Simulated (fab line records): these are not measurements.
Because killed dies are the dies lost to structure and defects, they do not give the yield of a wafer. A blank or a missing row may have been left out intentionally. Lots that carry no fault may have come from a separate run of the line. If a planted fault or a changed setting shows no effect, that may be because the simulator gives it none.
Chamber matching / flow nand-harc / NHARC_A_STAIRCASE_ETCHBACK_422 on rie-diel-07: 4 sister chambers
The step etches the open film in CH3F/O2, target depth 40 nm, time 74.286 s. 8 wafers are shown with their chamber, then 9 later ones without.

## EACH WAFER AND ITS CHAMBER
wafer=L081.3; chamber=3; showerhead-plenum-p-Torr (Torr)=2.50; drypump-motor-current-A (A)=5.7
wafer=L081.4; chamber=1; showerhead-plenum-p-Torr (Torr)=2.47; drypump-motor-current-A (A)=5.8
wafer=L086.1; chamber=3; showerhead-plenum-p-Torr (Torr)=2.50; drypump-motor-current-A (A)=5.8
wafer=L086.2; chamber=0; showerhead-plenum-p-Torr (Torr)=2.58; drypump-motor-current-A (A)=5.3
wafer=L086.5; chamber=2; showerhead-plenum-p-Torr (Torr)=2.64; drypump-motor-current-A (A)=6.3
wafer=L091.2; chamber=0; showerhead-plenum-p-Torr (Torr)=2.57; drypump-motor-current-A (A)=5.3
wafer=L091.4; chamber=2; showerhead-plenum-p-Torr (Torr)=2.64; drypump-motor-current-A (A)=6.3
wafer=L091.6; chamber=1; showerhead-plenum-p-Torr (Torr)=2.47; drypump-motor-current-A (A)=5.9

## WAFERS MISSING THEIR CHAMBER
wafer=L091.1; showerhead-plenum-p-Torr (Torr)=2.47; drypump-motor-current-A (A)=5.9
wafer=L091.3; showerhead-plenum-p-Torr (Torr)=2.49; drypump-motor-current-A (A)=5.8
wafer=L091.5; showerhead-plenum-p-Torr (Torr)=2.57; drypump-motor-current-A (A)=5.3
wafer=L090.2; showerhead-plenum-p-Torr (Torr)=2.63; drypump-motor-current-A (A)=6.3
wafer=L090.4; showerhead-plenum-p-Torr (Torr)=2.47; drypump-motor-current-A (A)=5.8
wafer=L090.5; showerhead-plenum-p-Torr (Torr)=2.47; drypump-motor-current-A (A)=5.8
wafer=L093.1; showerhead-plenum-p-Torr (Torr)=2.63; drypump-motor-current-A (A)=6.3
wafer=L093.2; showerhead-plenum-p-Torr (Torr)=2.46; drypump-motor-current-A (A)=5.8
wafer=L093.6; showerhead-plenum-p-Torr (Torr)=2.63; drypump-motor-current-A (A)=6.3

## WHICH CHAMBER EACH ONE RAN IN
wafer=L091.1; from the rows above=1; in truth=1
wafer=L091.3; from the rows above=3; in truth=3
wafer=L091.5; from the rows above=0; in truth=0
wafer=L090.2; from the rows above=2; in truth=2
wafer=L090.4; from the rows above=1; in truth=1
wafer=L090.5; from the rows above=1; in truth=1
wafer=L093.1; from the rows above=2; in truth=2
wafer=L093.2; from the rows above=1; in truth=1
wafer=L093.6; from the rows above=2; in truth=2
9 of 9 placed correctly. Left unplaced by these rows: 0. Number placed wrongly: 0.
How it was worked out, from the rows above alone: a wafer's distance from a chamber is the root of the sum, over the readings, of the square of ((its reading less the chamber's mean) divided by the reading's scatter). If the next closest chamber is less than 2 further off than the closest, the wafer can't be placed; otherwise it belongs to the closest. A chamber's mean is the mean of its shown wafers. The scatter is the square root of a quotient: the sum, over the shown wafers, of each reading's squared deviation from its chamber's mean, divided by wafers minus chambers.
